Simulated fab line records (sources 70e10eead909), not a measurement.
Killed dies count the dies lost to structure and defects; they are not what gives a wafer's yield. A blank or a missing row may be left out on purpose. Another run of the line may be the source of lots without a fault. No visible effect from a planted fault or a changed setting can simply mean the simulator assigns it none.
fab line records | flow nand-harc
record lots=6 wafers=18 last-day=24
route steps=1159 shown A_CONTACT@881 END@1159
lots that met no fault: from a run of the same line without faults
start-h: start of the lot's first displayed wafer, in hours after the record's first day | wait-h: hours elapsed since this lot's preceding step | " the same as in the row above | L1.1+2: a single row standing in for several wafers | - no value present, or no start provided | * or withheld: withheld | < > ~ a bound
route shown NAME@n: NAME is a module with steps in the file, n the number in the route of the first one | usual: average and standard deviation across the fault-free wafers | same: alike in all rows | chamber/n: place in a boat | sites: the reading at each site | _std_site: their standard deviation | _edge_site: the outer-site mean with the inner-site mean subtracted | radius-mm: for every site, how far away it sits from the centre of the wafer | mask NAME#n: copy n | behind: tool/chamber where the wafer was last shaped | hold: what put the lot on hold/how long, in hours/how the hold closed | device: which transistor (n, p or np) failed to switch | end of line: the route-end tests of the same wafers | step lacking rows: just its recipe | killed: at the first sort, the dies lost to defects and structure; wafer yield is something else | map: shows each die of a wafer: x if killed, . if not, _ if none is there
set.NAME: the setting that was run; set.NAME@STEP: the one run at that earlier step | model.NAME: the simulator's own value behind a step, which no gauge read
certain route steps with their lots: each step a table, each wafer a row
services: the hour from which a tool's chamber was out of use, counted from the record's first day as start-h (under 0 if before that day), plus the number of hours and why
## steps
# step NHARC_A_CONTACT_ETCH_102
# recipe target-depth-a=700 overetch-a=70 time-s=38.5 ion-energy-ev=100 cf4-flow-sccm=80 o2-flow-sccm=20 ar-flow-sccm=0 rf-w=300 bias-w=100 chemistry=CF4/O2
# usual drypump-motor-current-A=5.6/0.56 oes-product-au=1.001/0.0082 rf-vpp-V=197.6/1.2 showerhead-plenum-p-Torr=1.33/0.042 throttle-valve-pct=13.396/0.009
# columns lot.wafer tool chamber start-h wait-h drypump-motor-current-A oes-product-au rf-hours-counter-h rf-vpp-V showerhead-plenum-p-Torr throttle-valve-pct
L525.4 rie-diel-03 1 370.90 0.1 4.9 0.993 49 197.9 1.37 13.401
L525.5 " 3 " " 6.7 1.017 - 198.2 1.31 13.398
L525.6 " 0 " " 5.6 1.018 - 198.5 1.39 13.413
L527.4 rie-diel-11 3 382.26 0.1 5.4 0.997 2 195.2 1.28 13.401
L527.6 " 2 " " 5.7 0.995 - 195.4 1.25 13.388
L527.5 " 3 " " 5.4 0.990 - 197.0 1.28 13.386
L540.4 rie-diel-02 2 466.34 0.1 5.4 1.005 27 197.8 1.31 13.393
L540.1 " 3 " " 5.7 0.994 27 197.4 1.29 13.396
L540.6 " 2 " " 5.4 1.008 - 196.7 1.31 13.381
L541.2 rie-diel-03 3 477.39 0.1 6.8 1.013 33 197.2 1.30 13.394
L541.3 " 1 " " 4.9 0.997 19 197.9 1.36 13.391
L541.6 " 0 " " 5.6 0.998 - 198.7 1.38 13.391
L547.2 rie-diel-02 1 505.58 0.1 5.3 1.006 28 196.5 1.31 13.377
L547.4 " 2 " " 5.4 1.007 33 196.1 1.31 13.400
L547.3 " 3 " " 5.7 0.992 34 198.9 1.28 13.403
L546.2 rie-diel-03 3 506.01 0.1 6.7 0.993 41 198.2 1.30 13.413
L546.1 " 0 " " 5.6 1.005 40 199.0 1.37 13.403
L546.4 " 1 " " 4.9 1.015 29 197.7 1.36 13.386
# step NHARC_A_CONTACT_STRIP_55
# recipe o2-flow-sccm=500 ar-flow-sccm=0 bias-w=0 chemistry=O2
# usual drypump-motor-current-A=5.6/0.56 oes-product-au=1.000/0.0096 rf-vpp-V=57.6/0.97 showerhead-plenum-p-Torr=3.51/0.11 throttle-valve-pct=17.037/0.0089
# columns lot.wafer tool chamber start-h wait-h drypump-motor-current-A oes-product-au rf-hours-counter-h rf-vpp-V showerhead-plenum-p-Torr throttle-valve-pct
L525.4 rie-diel-03 1 - - 4.9 0.991 49 57.6 3.61 17.036
L525.6 " 3 " " 6.8 1.014 - 56.8 3.47 17.034
L525.5 " 0 " " 5.6 1.023 - 56.9 3.66 17.048
L527.4 rie-diel-11 0 - - 6.1 0.988 2 58.2 3.45 17.036
L527.5 " 1 " " 6.4 0.995 - 58.7 3.60 17.037
L527.6 " 2 " " 5.7 0.993 - 55.8 3.32 17.039
L540.1 rie-diel-02 0 - - 4.7 1.009 26 57.9 3.61 17.039
L540.4 " 2 " " 5.4 1.015 27 58.7 3.47 17.036
L540.6 " 0 " " 4.7 1.013 - 57.7 3.61 17.031
L541.3 rie-diel-03 3 - - 6.7 0.994 33 57.2 3.45 17.039
L541.2 " 0 " " 5.6 1.000 29 58.7 3.63 17.060
L541.6 " 3 " " 6.7 0.996 - 56.9 3.45 17.033
L547.3 rie-diel-02 3 - - 5.7 0.994 34 56.2 3.40 17.037
L547.4 " 0 " " 4.7 1.001 33 57.4 3.61 17.031
L547.2 " 1 " " 5.3 0.997 28 55.6 3.47 17.045
L546.4 rie-diel-03 3 - - 6.8 1.014 41 57.6 3.44 17.041
L546.2 " 0 " " 5.6 1.002 40 57.7 3.63 17.033
L546.1 " 1 " " 4.9 0.994 29 58.0 3.59 17.045
# step NHARC_A_CONTACT_STRIP_56
# recipe time-s=600 temp-c=30 chemistry=post-etch-residue-remover
# step NHARC_A_CONTACT_DEP_57
# recipe target-thk-a=28000 temp-c=400 material=aC
# usual throttle-valve-pct=35.000/0.0094
# columns lot.wafer tool chamber start-h wait-h throttle-valve-pct
L525.4 acl-dep-03 0 372.54 - 34.993
L525.5 " 0 " " 35.022
L525.6 " 0 " " 34.998
L527.4 acl-dep-03 0 383.76 - 35.006
L527.5 " 0 " " 35.003
L527.6 " 0 " " 34.980
L540.1 acl-dep-02 0 467.07 - 35.010
L540.4 " 0 " " 35.018
L540.6 " 0 " " 34.993
L541.2 acl-dep-02 0 478.66 - 34.993
L541.3 " 0 " " 34.988
L541.6 " 0 " " 35.012
L547.2 acl-dep-01 0 507.47 - 35.001
L547.3 " 0 " " 34.998
L547.4 " 0 " " 34.995
L546.1 acl-dep-02 0 508.01 - 34.997
L546.2 " 0 " " 35.020
L546.4 " 0 " " 35.010
# step NHARC_A_CONTACT_DEP_58
# recipe target-thk-a=600 target-thk-nm=60 temp-c=400 pressure-torr=3.5 flow-sccm=200 rf-w=350 material=SiON
# usual heater-power-w=736/79
# columns lot.wafer tool chamber start-h wait-h heater-power-w
L525.4 pecvd-04 1 373.52 0.7 696
L525.6 " 2 " " 877
L525.5 " 0 " " 699
L527.6 pecvd-03 2 384.81 0.2 736
L527.4 " 0 " " 779
L527.5 " 1 " " 865
L540.1 pecvd-02 2 469.05 1.7 892
L540.4 " 2 " " 684
L540.6 " 0 " " 674
L541.2 pecvd-02 1 480.13 1.2 676
L541.3 " 2 " " 853
L541.6 " 0 " " 707
L547.3 pecvd-02 1 508.92 0.9 675
L547.2 " 2 " " 836
L547.4 " 2 " " 849
L546.2 pecvd-02 2 509.76 1.2 838
L546.1 " 0 " " 623
L546.4 " 1 " " 702
# step NHARC_A_CONTACT_DEHYDRATE_59
# recipe temp-c=150 time-s=120
# step NHARC_A_CONTACT_HMDS_60
# recipe time-s=30
# step NHARC_A_CONTACT_COAT_61
# recipe temp-c=260 time-s=75
# step NHARC_A_CONTACT_COAT_62
# recipe temp-c=225 time-s=65
# step NHARC_A_CONTACT_COAT_63
# recipe spin-rpm=1500 resist-thk-nm=90
# step NHARC_A_CONTACT_SOFTBAKE_64
# recipe temp-c=105 time-s=55
# step NHARC_A_CONTACT_EBR_65
# step NHARC_A_CONTACT_EXPOSE_66
# recipe na=1.35 sigma-outer=0.8 dose-mj=59.02 mask-id=A_CC_2
# usual exposure-dose-mJ-cm2=58.97/0.06
# columns lot.wafer tool chamber start-h wait-h mask exposure-dose-mJ-cm2
L525.4 arfi-scanner-03 0 374.03 - A_CC_2#0 58.96
L525.5 " 0 " " A_CC_2#0 58.88
L525.6 " 0 " " A_CC_2#0 58.95
L527.4 arfi-scanner-02 0 385.19 - A_CC_2#0 58.90
L527.5 " 0 " " A_CC_2#0 58.91
L527.6 " 0 " " A_CC_2#0 58.99
L540.1 arfi-scanner-03 0 469.63 - A_CC_2#0 71.71
L540.4 " 0 " " A_CC_2#0 71.69
L540.6 " 0 " " A_CC_2#0 71.68
L541.2 arfi-scanner-03 0 480.57 - A_CC_2#0 67.07
L541.3 " 0 " " A_CC_2#0 67.09
L541.6 " 0 " " A_CC_2#0 67.03
L547.2 arfi-scanner-02 0 509.50 - A_CC_2#0 58.89
L547.3 " 0 " " A_CC_2#0 58.96
L547.4 " 0 " " A_CC_2#0 58.94
L546.1 arfi-scanner-01 0 510.35 - A_CC_2#0 59.08
L546.2 " 0 " " A_CC_2#0 59.01
L546.4 " 0 " " A_CC_2#0 59.02
# step NHARC_A_CONTACT_PEB_67
# recipe peb-temp-c=100 peb-time-s=65
# step NHARC_A_CONTACT_DEVELOP_68
# recipe develop-time-s=35 dev-temp-c=23
# step NHARC_A_CONTACT_CD_MEAS_69
# recipe target-cd-nm=200 landing-energy-ev=500
# usual cd-nm=199.8/0.57
# columns lot.wafer tool chamber start-h wait-h cd-nm
L525.4 cd-sem-03 0 374.17 - 200.0
L525.5 " 0 " " 200.8
L525.6 " 0 " " 200.1
L527.4 cd-sem-01 0 385.33 - 199.3
L527.5 " 0 " " 198.7
L527.6 " 0 " " 199.7
L540.1 cd-sem-01 0 469.78 - 210.0
L540.4 " 0 " " 209.4
L540.6 " 0 " " 210.1
L541.2 cd-sem-01 0 480.70 - 205.7
L541.3 " 0 " " 205.3
L541.6 " 0 " " 205.4
L547.2 cd-sem-01 0 509.65 - 200.6
L547.3 " 0 " " 201.1
L547.4 " 0 " " 200.4
L546.1 cd-sem-02 0 510.49 - 200.0
L546.2 " 0 " " 200.9
L546.4 " 0 " " 199.6
# step NHARC_A_CONTACT_OVL_MEAS_70
# usual overlay-x-nm=-0.1/0.84 overlay-y-nm=-0.2/0.95
# columns lot.wafer tool chamber start-h wait-h overlay-x-nm overlay-y-nm
L525.4 overlay-01 - 374.25 - 0.6 -0.5
L525.5 " - " " 0.9 -0.5
L525.6 " - " " 0.6 0.0
L527.4 overlay-02 - 385.41 - 0.5 -1.2
L527.5 " - " " 0.4 -0.6
L527.6 " - " " 0.5 -0.4
L540.1 overlay-01 - 469.87 - 0.9 -0.7
L540.4 " - " " 1.6 -0.8
L540.6 " - " " 1.7 -1.2
L541.2 overlay-01 - 480.79 - -0.3 -1.3
L541.3 " - " " -0.5 -0.6
L541.6 " - " " 0.1 -1.8
L547.2 overlay-02 - 509.73 - 0.3 -0.3
L547.3 " - " " 0.2 -0.6
L547.4 " - " " -0.2 -0.7
L546.1 overlay-02 - 510.58 - -0.7 2.2
L546.2 " - " " -1.1 2.1
L546.4 " - " " -0.8 2.2
# step NHARC_END_SORT_01
# recipe temp-c=25
# usual killed-at-array=26/10 killed-at-other=0.5/0.87 killed-at-periphery=3.0/2.5 killed-dies=29/11 killed-open=3.3/1.9 killed-short=1.8/1.5
# same gross-dies=677
# columns lot.wafer tool chamber start-h wait-h killed-at-array killed-at-other killed-at-periphery killed-dies killed-open killed-short
L525.4 prober-02 0 441.56 3.4 16 1 0 17 1 2
L525.5 prober-02 0 442.36 3.7 9 1 2 12 3 1
L525.6 prober-02 0 443.15 4.0 14 0 4 18 2 5
L527.4 prober-02 0 454.95 3.4 10 0 0 10 4 4
L527.5 prober-02 0 455.75 3.7 6 0 0 6 0 2
L527.6 prober-02 0 456.56 4.0 8 0 2 10 4 5
L540.1 prober-01 0 534.21 2.5 35 0 4 39 1 4
L540.4 prober-01 0 536.66 3.4 26 0 4 30 6 2
L540.6 prober-01 0 538.30 4.1 25 0 1 26 2 0
L541.2 prober-01 0 550.91 2.8 33 0 0 33 2 0
L541.3 prober-01 0 551.71 3.1 17 0 4 21 3 1
L541.6 prober-01 0 554.11 4.0 39 0 0 39 4 4
L546.1 prober-01 0 574.35 2.5 21 1 5 27 1 0
L546.2 prober-01 0 575.16 2.8 15 3 4 22 4 1
L546.4 prober-01 0 576.79 3.4 21 2 4 27 1 1
# killed by level:class
L525.4 A_CHANNEL_HOLE_D1:chamber-film-flake=5 A_CONTACT:chamber-film-flake=3 A_ZERO_WELL:chamber-film-flake=2 A_SLIT:chamber-film-flake=2 A_CHANNEL_FILL_D1:geometric-particle:open=1 A_WL_FILL:geometric-particle:short=1 A_M0:geometric-particle:short=1 A_CHANNEL_FILL_D1:chamber-film-flake=1
L525.5 A_CHANNEL_HOLE_D1:chamber-film-flake=3 A_BLC:geometric-particle:open=2 P_M1:geometric-particle:short=1 A_WL_FILL:geometric-particle:open=1 P_ZERO_WELL:chamber-film-flake=1 A_SLIT:unspecified=1 A_SLIT:chamber-film-flake=1 A_CONTACT:chamber-film-flake=1
L525.6 A_ZERO_WELL:chamber-film-flake=3 A_WL_FILL:geometric-particle:short=2 A_CHANNEL_HOLE_D1:chamber-film-flake=2 A_CHANNEL_FILL_D1:chamber-film-flake=2 P_CONTACT:geometric-particle:open=1 A_CHANNEL_FILL_D1:geometric-particle:short=1 A_SLIT:geometric-particle:short=1 A_WL_FILL:geometric-particle:open=1
L527.4 A_CONTACT:geometric-particle:short=2 A_CONTACT:geometric-particle:open=2 A_CHANNEL_HOLE_D1:chamber-film-flake=2 A_ONON_D1:geometric-particle:open=1 A_ONON_D1:geometric-particle:short=1 A_STAIRCASE:geometric-particle:short=1 A_BLC:geometric-particle:open=1
L527.5 A_CHANNEL_HOLE_D1:chamber-film-flake=3 A_CHANNEL_FILL_D1:geometric-particle:short=1 A_WL_FILL:geometric-particle:short=1 A_CHANNEL_FILL_D1:chamber-film-flake=1
L527.6 A_CHANNEL_FILL_D1:geometric-particle:open=2 P_CONTACT:geometric-particle:short=1 P_M2:geometric-particle:open=1 A_CHANNEL_FILL_D1:geometric-particle:short=1 A_SGD_CUT:geometric-particle:short=1 A_CONTACT:geometric-particle:short=1 A_CONTACT:geometric-particle:open=1 A_M0:geometric-particle:short=1
L540.1 A_SLIT:chamber-film-flake=20 A_STAIRCASE:chamber-film-flake=5 A_CHANNEL_HOLE_D1:chamber-film-flake=3 A_CONTACT:chamber-film-flake=3 A_CHANNEL_FILL_D1:geometric-particle:short=2 P_M0:geometric-particle:short=1 A_BLC:geometric-particle:open=1 A_M1:geometric-particle:short=1
L540.4 A_SLIT:chamber-film-flake=15 A_CHANNEL_HOLE_D1:chamber-film-flake=3 A_CONTACT:geometric-particle:open=2 A_CONTACT:chamber-film-flake=2 P_STI:geometric-particle:open=1 P_ZERO_WELL:chamber-film-flake=1 P_GATE:geometric-particle:open=1 P_M0:geometric-particle:open=1
L540.6 A_SLIT:chamber-film-flake=14 A_CHANNEL_HOLE_D1:chamber-film-flake=5 A_STAIRCASE:chamber-film-flake=4 A_CHANNEL_FILL_D1:geometric-particle:open=1 A_M1:geometric-particle:open=1 P_M0:chamber-film-flake=1
L541.2 A_CHANNEL_HOLE_D1:chamber-film-flake=27 A_STAIRCASE:chamber-film-flake=3 A_CHANNEL_FILL_D1:geometric-particle:open=1 A_M0:geometric-particle:open=1 A_WL_FILL:chamber-film-flake=1
L541.3 A_CHANNEL_HOLE_D1:chamber-film-flake=11 P_GATE:chamber-film-flake=2 A_STAIRCASE:chamber-film-flake=2 P_GATE:geometric-particle:open=1 P_CONTACT:geometric-particle:open=1 A_WL_FILL:geometric-particle:short=1 A_WL_FILL:geometric-particle:open=1 A_SLIT:chamber-film-flake=1
L541.6 A_CHANNEL_HOLE_D1:chamber-film-flake=24 A_STAIRCASE:chamber-film-flake=5 A_CONTACT:geometric-particle:short=2 A_CONTACT:geometric-particle:open=2 A_CHANNEL_FILL_D1:geometric-particle:open=1 A_SGD_CUT:geometric-particle:open=1 A_WL_FILL:geometric-particle:short=1 A_M1:geometric-particle:short=1
L546.1 A_CHANNEL_HOLE_D1:chamber-film-flake=8 A_CONTACT:chamber-film-flake=7 P_M2:chamber-film-flake=4 A_STAIRCASE:chamber-film-flake=2 A_CONTACT:geometric-particle:open=1 P_GATE:chamber-film-flake=1 A_SLIT:chamber-film-flake=1 A_WL_FILL:chamber-film-flake=1
L546.2 A_CHANNEL_HOLE_D1:chamber-film-flake=7 A_STAIRCASE:chamber-film-flake=3 THIN_TSV:chamber-film-flake=3 P_GATE:geometric-particle:open=1 A_SOURCE_PLATE:geometric-particle:open=1 A_CHANNEL_FILL_D1:geometric-particle:short=1 A_CHANNEL_FILL_D1:geometric-particle:open=1 A_SGD_CUT:geometric-particle:open=1
L546.4 A_CONTACT:chamber-film-flake=7 A_CHANNEL_HOLE_D1:chamber-film-flake=6 A_STAIRCASE:chamber-film-flake=5 P_M2:chamber-film-flake=3 THIN_TSV:chamber-film-flake=2 P_M0:geometric-particle:open=1 A_WL_FILL:geometric-particle:short=1 A_WL_FILL:chamber-film-flake=1
## services
# columns tool chamber start-h hours kind
acl-dep-02 - 349.11 13.0 pm
rie-diel-03 1 350.16 4.0 repair
rie-diel-11 - 355.38 0.4 repair
arfi-scanner-01 - 355.92 2.3 repair
rie-diel-11 1 361.75 2.5 repair
rie-diel-11 - 366.50 9.0 pm
arfi-scanner-01 - 368.27 4.0 pm
pecvd-04 - 376.00 13.0 pm
rie-diel-03 - 392.47 9.0 pm
arfi-scanner-03 - 404.10 0.2 repair
rie-diel-02 - 406.24 0.3 repair
acl-dep-03 - 406.33 13.0 pm
arfi-scanner-02 - 428.00 4.0 pm
rie-diel-02 1 428.88 15.5 repair
arfi-scanner-02 - 436.36 17.2 repair
pecvd-03 - 448.93 0.7 repair
arfi-scanner-01 - 467.87 0.2 repair
pecvd-03 - 473.55 13.0 pm
rie-diel-11 2 473.71 9.0 repair
acl-dep-01 - 474.07 13.0 pm
arfi-scanner-03 - 484.00 4.0 pm
arfi-scanner-03 - 488.92 6.2 repair
rie-diel-11 3 504.03 5.2 repair
rie-diel-02 - 506.18 9.0 pm
## key
first-sign step=NHARC_A_CONTACT_EXPOSE_66 reading=exposure-dose-mJ-cm2 direction=up sigmas=99+ usual=58.97 struck=69.38
effect step=NHARC_A_CONTACT_CD_MEAS_69 reading=cd-nm direction=up sigmas=14 usual=199.8 struck=207.7 through=control-loop
met-at NHARC_A_CONTACT_EXPOSE_66
struck-wafers L540.1,L540.4,L540.6,L541.2,L541.3,L541.6
tester-left-out L540,L541
loop-trim step=NHARC_A_CONTACT_EXPOSE_66 setting=dose lots=L541
onset-between 374.03 469.63
fault kind=process-parameter-drift tool=arfi-scanner-03 chamber=- onset-h=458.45 steps=NHARC_A_CONTACT_EXPOSE_66 channel=dose-mj offset=12.726 shape=step acts-in=these-recipes-only stated=59.02
# tester-left-out: of these lots the tester's yield and bins aren't shown, on N5 and GAA mostly nor the transistor test; their killed dies are dies lost to structure and defects alone, not to doping, threshold or leakage, so they don't give the yield
# loop-trim: a control loop set the setting to another value than it would have without faults
